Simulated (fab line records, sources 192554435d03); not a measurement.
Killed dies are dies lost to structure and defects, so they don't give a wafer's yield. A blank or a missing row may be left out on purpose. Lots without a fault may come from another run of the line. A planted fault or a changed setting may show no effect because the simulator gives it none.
Which tool did it? | flow n5_finfet | 12 lots, 36 wafers sampled, at 4 steps of a route of 1938

WHAT THE GAUGES READ, wafer by wafer
N5_SD_EPI_N_CD_MEAS_09: target cd 120 nm.
lot  | measured    | on        | cd_nm (nm)
L075 | day 3 06:40 | cd_sem-03 | 120.2 120.3 120.6
L077 | day 3 19:26 | cd_sem-03 | 119.9 119.6 119.7
L079 | day 4 05:47 | cd_sem-03 | 120.6 119.5 120.1
L081 | day 4 20:19 | cd_sem-02 | 120.6 120.4 120.4
L083 | day 5 09:35 | cd_sem-01 | 120.5 119.7 119.8
L085 | day 5 20:55 | cd_sem-01 | 119.9 119.5 119.5
L087 | day 6 08:23 | cd_sem-03 | 119.7 119.1 119.8
L089 | day 6 18:37 | cd_sem-02 | 119.7 120.2 119.9
L091 | day 7 13:13 | cd_sem-03 | 119.0 118.9 119.2
L093 | day 8 03:40 | cd_sem-01 | 118.7 118.9 118.6
L095 | day 8 09:26 | cd_sem-01 | 119.1 120.1 119.4
L097 | day 8 23:48 | cd_sem-01 | 120.0 119.1 120.0

WHICH TOOL RAN EACH LOT (tool, then ch and the chambers of the sampled wafers, then the start)
lot  | N5_STI_FIN_REVEAL_RECESS_09       | N5_DUMMY_GATE_ALD_02             | N5_DUMMY_GATE_STRIP_40
L075 | vapor_etch-01 ch 0,1, day 2 17:45 | ald_sin-03 ch 2,3, day 2 20:07   | rie_diel-05 ch 0,3, day 3 04:58
L077 | vapor_etch-02 ch 0,1, day 3 05:31 | ald_sin-02 ch 1,3, day 3 08:44   | rie_diel-06 ch 0,3, day 3 17:36
L079 | vapor_etch-02 ch 0,1, day 3 15:55 | ald_sin-02 ch 2,3, day 3 18:47   | rie_diel-06 ch 0,2,3, day 4 03:47
L081 | vapor_etch-02 ch 0,1, day 4 05:00 | ald_sin-02 ch 1,3, day 4 07:54   | rie_diel-06 ch 0,2,3, day 4 16:44
L083 | vapor_etch-01 ch 0,1, day 4 19:01 | ald_sin-04 ch 0,1,2, day 4 23:02 | rie_diel-05 ch 0,2,3, day 5 07:53
L085 | vapor_etch-02 ch 0,1, day 5 06:48 | ald_sin-02 ch 0,2, day 5 09:41   | rie_diel-06 ch 0,1,3, day 5 18:59
L087 | vapor_etch-02 ch 0,1, day 5 18:01 | ald_sin-04 ch 0,2, day 5 20:54   | rie_diel-06 ch 0,2,3, day 6 05:46
L089 | vapor_etch-02 ch 0,1, day 6 04:28 | ald_sin-02 ch 0,1,3, day 6 07:35 | rie_diel-06 ch 0,1,2, day 6 16:39
L091 | vapor_etch-02 ch 0,1, day 6 23:31 | ald_sin-03 ch 0,1,2, day 7 02:28 | rie_diel-05 ch 0,3, day 7 11:17
L093 | vapor_etch-01 ch 0,1, day 7 08:58 | ald_sin-03 ch 0,2, day 7 11:50   | rie_diel-05 ch 2,3, day 7 23:22
L095 | vapor_etch-02 ch 1, day 7 16:25   | ald_sin-02 ch 0,1,2, day 7 19:18 | rie_diel-05 ch 2,3, day 8 06:14
L097 | vapor_etch-01 ch 0,1, day 8 05:01 | ald_sin-02 ch 0,2,3, day 8 10:02 | rie_diel-02 ch 1,3, day 8 21:22
- N5_STI_FIN_REVEAL_RECESS_09: chemistry HF/NH3, target SiO2, afs cycles 11, target depth 42.5 nm, sublimation time 60 s.
- N5_DUMMY_GATE_ALD_02: deposits SiO2, target thk 2 nm, pulse time 1 s.
- N5_DUMMY_GATE_STRIP_40: strips in CF4.

THE ANSWER, worked out from the rows above alone
Rule: what is usual is taken from the lots themselves. Put in order of their means at a reading, lots are off if they are a third of the lots or fewer, leave a main group of 4 or more, and stand apart from it by a gap of 3 or more times the standard deviation of the main group's means; of several such gaps the widest counts. A main group whose means are all the same, to the digits that the tables above print for the reading, isn't used. A lot without any number at a reading at which 4 lots or more have one is off too. The other lots that the step has rows for count as sound.
No lot is off at any reading shown: from this, nothing can be told.

WHAT THE SIMULATOR HAD PUT IN
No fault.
